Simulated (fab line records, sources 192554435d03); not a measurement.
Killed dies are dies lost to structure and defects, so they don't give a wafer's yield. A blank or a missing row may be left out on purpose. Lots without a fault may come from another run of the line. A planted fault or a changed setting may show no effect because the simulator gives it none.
Which tool did it? | flow n5_finfet | 10 lots, 30 wafers sampled, at 5 steps of a route of 1938

WHAT THE GAUGES READ, wafer by wafer
N5_BEOL_M2_CD_MEAS_11: target cd 16.79 nm. Usual: cd_nm 16.83 nm, standard deviation 0.21.
lot  | measured     | on        | cd_nm (nm)        | flag
L234 | day 7 02:20  | cd_sem-03 | 16.83 17.34 17.10 |
L236 | day 7 06:02  | cd_sem-01 | 16.55 16.91 16.52 |
L238 | day 7 12:20  | cd_sem-03 | 16.99 16.85 17.22 |
L241 | day 8 17:10  | cd_sem-03 | 16.82 16.64 16.77 |
L248 | day 11 04:11 | cd_sem-02 | 16.84 16.75 16.53 |
L247 | day 11 04:22 | cd_sem-02 | 16.95 16.65 16.59 |
L251 | day 11 09:52 | cd_sem-03 | 16.54 16.79 16.63 |
L253 | day 11 13:23 | cd_sem-01 | 16.54 16.87 16.83 |
L254 | day 12 03:17 | cd_sem-02 | 17.03 16.73 16.26 |
L255 | day 12 07:01 | cd_sem-03 | 16.85 16.95 16.51 |

N5_BEOL_M2_OVL_MEAS_12. Usual: M2_OVL -0.7 nm, standard deviation 0.81.
lot  | measured     | on         | M2_OVL (nm)    | flag
L234 | day 7 02:22  | overlay-02 | 0.7 0.1 0.3    |
L236 | day 7 06:05  | overlay-01 | 0.6 -1.0 1.6   |
L238 | day 7 12:22  | overlay-01 | -1.4 -2.2 -2.3 |
L241 | day 8 17:13  | overlay-02 | -1.6 -0.4 -0.6 |
L248 | day 11 04:13 | overlay-01 | -0.8 0.8 -0.8  |
L247 | day 11 04:25 | overlay-01 | -1.6 -1.0 -1.5 |
L251 | day 11 09:55 | overlay-02 | -1.4 -2.0 -0.9 |
L253 | day 11 13:25 | overlay-01 | -0.1 0.3 0.3   |
L254 | day 12 03:19 | overlay-01 | -0.3 -0.4 -0.7 |
L255 | day 12 07:04 | overlay-01 | -0.5 -0.9 -1.1 |

N5_BEOL_M4_RC_MEAS_101. Usual: DIBL_N 36.0 mV/V, standard deviation 1.4; DIBL_P 36.0 mV/V, standard deviation 1.5; IOFF_N 0.160 nA/um, standard deviation 0.026; IOFF_P 0.22 nA/um, standard deviation 0.032; ION_N 674 uA/um, standard deviation 10; ION_P 464 uA/um, standard deviation 6.9; SS_N 71.5 mV/dec, standard deviation 0.56; SS_P 73.3 mV/dec, standard deviation 0.59; VT_N 249.5 mV, standard deviation 2.9; VT_P -249.2 mV, standard deviation 3.
lot  | measured     | on        | DIBL_N (mV/V)  | DIBL_P (mV/V)  | IOFF_N (nA/um)    | IOFF_P (nA/um) | ION_N (uA/um) | ION_P (uA/um) | SS_N (mV/dec)  | SS_P (mV/dec)  | VT_N (mV)         | VT_P (mV)            | flag
L234 | day 8 04:40  | prober-01 | 37.1 37.8 38.5 | 37.0 38.3 38.9 | 0.186 0.199 0.214 | 0.24 0.27 0.27 | 685 681 680   | 474 468 470   | 71.4 72.0 72.2 | 73.7 74.5 74.3 | 249.1 247.7 242.8 | -249.0 -246.5 -246.3 |
L236 | day 9 04:08  | prober-02 | 34.0 35.6 35.1 | 34.5 36.2 34.8 | 0.129 0.137 0.138 | 0.17 0.19 0.18 | 667 657 666   | 456 454 458   | 71.3 70.8 71.4 | 73.1 73.3 72.8 | 251.9 253.3 250.5 | -254.0 -251.9 -252.5 |
L238 | day 9 05:04  | prober-02 | 34.4 33.6 35.7 | 36.0 34.4 36.4 | 0.129 0.118 0.143 | 0.18 0.16 0.19 | 660 654 663   | 459 457 458   | 71.4 71.1 71.0 | 74.3 72.7 72.5 | 254.7 255.0 252.9 | -253.7 -254.2 -252.2 |
L241 | day 11 00:35 | prober-01 | 37.0 38.4 35.7 | 37.4 39.4 36.7 | 0.173 0.217 0.169 | 0.24 0.28 0.24 | 672 690 686   | 460 474 470   | 71.3 72.0 71.2 | 73.4 74.1 73.6 | 248.8 242.0 250.9 | -248.9 -247.5 -247.7 |
L248 | day 12 20:54 | prober-01 | 36.9 37.2 36.4 | 36.8 37.7 36.2 | 0.178 0.199 0.161 | 0.24 0.27 0.23 | 677 685 680   | 468 471 465   | 71.4 71.4 71.2 | 73.6 74.1 73.2 | 247.9 243.8 248.5 | -247.4 -247.6 -247.3 |
L247 | day 13 05:43 | prober-02 | 36.5 36.1 36.8 | 36.8 36.7 36.7 | 0.181 0.173 0.197 | 0.23 0.23 0.22 | 678 678 692   | 463 458 471   | 71.9 71.7 71.7 | 73.9 74.2 74.0 | 248.3 249.1 245.8 | -249.7 -248.9 -250.7 |
L251 | day 13 12:53 | prober-02 | 36.8 36.8 38.4 | 36.1 35.8 38.4 | 0.154 0.155 0.194 | 0.24 0.24 0.29 | 674 669 683   | 471 465 471   | 71.7 71.5 72.4 | 73.6 73.3 74.0 | 249.6 247.5 245.5 | -247.6 -247.5 -243.6 |
L253 | day 14 04:19 | prober-02 | 34.9 36.6 37.7 | 34.5 36.5 38.0 | 0.154 0.198 0.215 | 0.24 0.27 0.29 | 668 701 684   | 468 481 476   | 71.9 71.5 72.0 | 73.2 73.9 74.5 | 248.0 244.7 245.2 | -244.9 -246.3 -243.9 |
L254 | day 13 19:51 | prober-02 | 36.9 32.7 36.4 | 37.2 32.8 36.9 | 0.193 0.125 0.185 | 0.25 0.17 0.23 | 681 667 674   | 468 462 456   | 72.2 71.1 71.6 | 73.8 72.2 74.1 | 246.9 252.0 246.7 | -249.1 -252.9 -248.4 |
L255 | day 14 11:16 | prober-02 | 35.6 35.2 36.3 | 36.2 35.8 36.8 | 0.162 0.156 0.168 | 0.23 0.22 0.23 | 684 686 684   | 475 474 471   | 70.9 71.2 70.6 | 73.4 72.5 73.9 | 247.1 247.3 246.5 | -247.2 -246.0 -246.6 |

WHICH TOOL RAN EACH LOT (tool, then ch and the chambers of the sampled wafers, then the start)
lot  | N5_BEOL_M1_CO_CAP_55             | N5_BEOL_M2_ETCH_74
L234 | cvd_co-01 ch 0,2, day 7 01:25    | rie_diel-03 ch 0,1, day 7 02:43
L236 | cvd_co-02 ch 1,2, day 7 04:56    | rie_diel-01 ch 0,2,3, day 7 06:30
L238 | cvd_co-02 ch 0,1, day 7 10:38    | rie_diel-01 ch 1,2,3, day 7 12:30
L241 | cvd_co-02 ch 0,1,2, day 8 16:10  | rie_diel-01 ch 0,1,2, day 8 17:20
L248 | cvd_co-01 ch 1,2, day 11 02:55   | rie_diel-01 ch 0,1, day 11 04:21
L247 | cvd_co-02 ch 0,2, day 11 03:11   | rie_diel-01 ch 0,1, day 11 04:43
L251 | cvd_co-02 ch 0,1, day 11 06:34   | rie_diel-05 ch 1,3, day 11 10:01
L253 | cvd_co-01 ch 0,1, day 11 11:00   | rie_diel-05 ch 0,1,2, day 11 13:33
L254 | cvd_co-02 ch 0,1, day 12 02:21   | rie_diel-03 ch 0,1,2, day 12 03:26
L255 | cvd_co-01 ch 0,1,2, day 12 05:29 | rie_diel-01 ch 0,1, day 12 07:15
- N5_BEOL_M1_CO_CAP_55: material Co, precursor CCTBA/H2, target thk 2 nm, time 102.1 s.
- N5_BEOL_M2_ETCH_74: etches underlayer in N2/H2, target depth 6.5 nm, time 5.2 s.

WHAT THE TOOLS THEMSELVES READ (means of the sampled wafers that have a number; where no wafer has one, the mark that the record gives instead)
N5_BEOL_M1_CO_CAP_55. Usual: heater_power_outer_w 120 W, standard deviation 8.8; heater_power_w 226 W, standard deviation 20.
lot  | tool      | heater_power_outer_w (W) | heater_power_w (W) | flag
L234 | cvd_co-01 | 126                      | 231                |
L236 | cvd_co-02 | 120                      | 232                |
L238 | cvd_co-02 | 111                      | 207                |
L241 | cvd_co-02 | 114                      | 218                |
L248 | cvd_co-01 | 130                      | 247                |
L247 | cvd_co-02 | 118                      | 226                |
L251 | cvd_co-02 | 113                      | 214                |
L253 | cvd_co-01 | 126                      | 238                |
L254 | cvd_co-02 | 113                      | 213                |
L255 | cvd_co-01 | 127                      | 236                |

N5_BEOL_M2_ETCH_74. Usual: bias_w 149.9 W, standard deviation 0.4; drypump_motor_current_A 5.6 A, standard deviation 0.32; etch_rf_on_time_s 5.23 s, standard deviation 0.084; oes_product_au 0.69 a.u., standard deviation 0.072; rf_vpp_V 524 V, standard deviation 3; showerhead_plenum_p_Torr 2.55 Torr, standard deviation 0.1; throttle_valve_pct 17.86 %, standard deviation 0.25.
lot  | tool        | bias_w (W) | drypump_motor_current_A (A) | etch_rf_on_time_s (s) | oes_product_au (a.u.) | rf_vpp_V (V) | showerhead_plenum_p_Torr (Torr) | throttle_valve_pct (%) | flag
L234 | rie_diel-03 | 149.7      | 5.6                         | 5.25                  | 0.80                  | 529          | 2.71                            | 17.72                  |
L236 | rie_diel-01 | 149.4      | 5.7                         | 5.30                  | 0.66                  | 522          | 2.48                            | 17.91                  |
L238 | rie_diel-01 | 150.0      | 5.8                         | 6.37                  | 0.61                  | 522          | 2.48                            | 17.91                  | OFF
L241 | rie_diel-01 | 150.1      | 5.8                         | 7.93                  | 0.53                  | 523          | 2.47                            | 17.91                  | OFF
L248 | rie_diel-01 | 150.2      | 5.8                         | 5.26                  | 0.63                  | 521          | 2.43                            | 17.89                  |
L247 | rie_diel-01 | 149.9      | 5.9                         | 5.18                  | 0.64                  | 521          | 2.44                            | 17.88                  |
L251 | rie_diel-05 | 149.9      | 5.6                         | 5.19                  | 0.75                  | 526          | 2.62                            | 17.62                  |
L253 | rie_diel-05 | 150.0      | 5.4                         | 5.22                  | 0.71                  | 523          | 2.54                            | 17.76                  |
L254 | rie_diel-03 | 150.1      | 5.6                         | 5.30                  | 0.68                  | 528          | 2.66                            | 18.00                  |
L255 | rie_diel-01 | 150.0      | 5.8                         | 5.23                  | 0.63                  | 520          | 2.43                            | 17.89                  |

THE ANSWER, worked out from the rows above alone
Rule: a lot is off if the mean of its wafers that have a number lies more than 3 standard deviations from the usual mean. A lot without any number at a reading at which 4 lots or more have one is off too. The other lots that the step has rows for count as sound. The gauges are gone through in route order, then the tools' own readings, and for those a lot's mean is taken as printed above. The first step at which some lot is off is used, and at that step the reading that is off furthest; a lot without a number counts as furthest.
Off: L238, L241, at N5_BEOL_M2_ETCH_74 (etch_rf_on_time_s).
A tool fits if, at that step or a process step before it, it ran every lot that is off, and no sound lot after the first of them. None of those tried fits.

WHAT THE SIMULATOR HAD PUT IN
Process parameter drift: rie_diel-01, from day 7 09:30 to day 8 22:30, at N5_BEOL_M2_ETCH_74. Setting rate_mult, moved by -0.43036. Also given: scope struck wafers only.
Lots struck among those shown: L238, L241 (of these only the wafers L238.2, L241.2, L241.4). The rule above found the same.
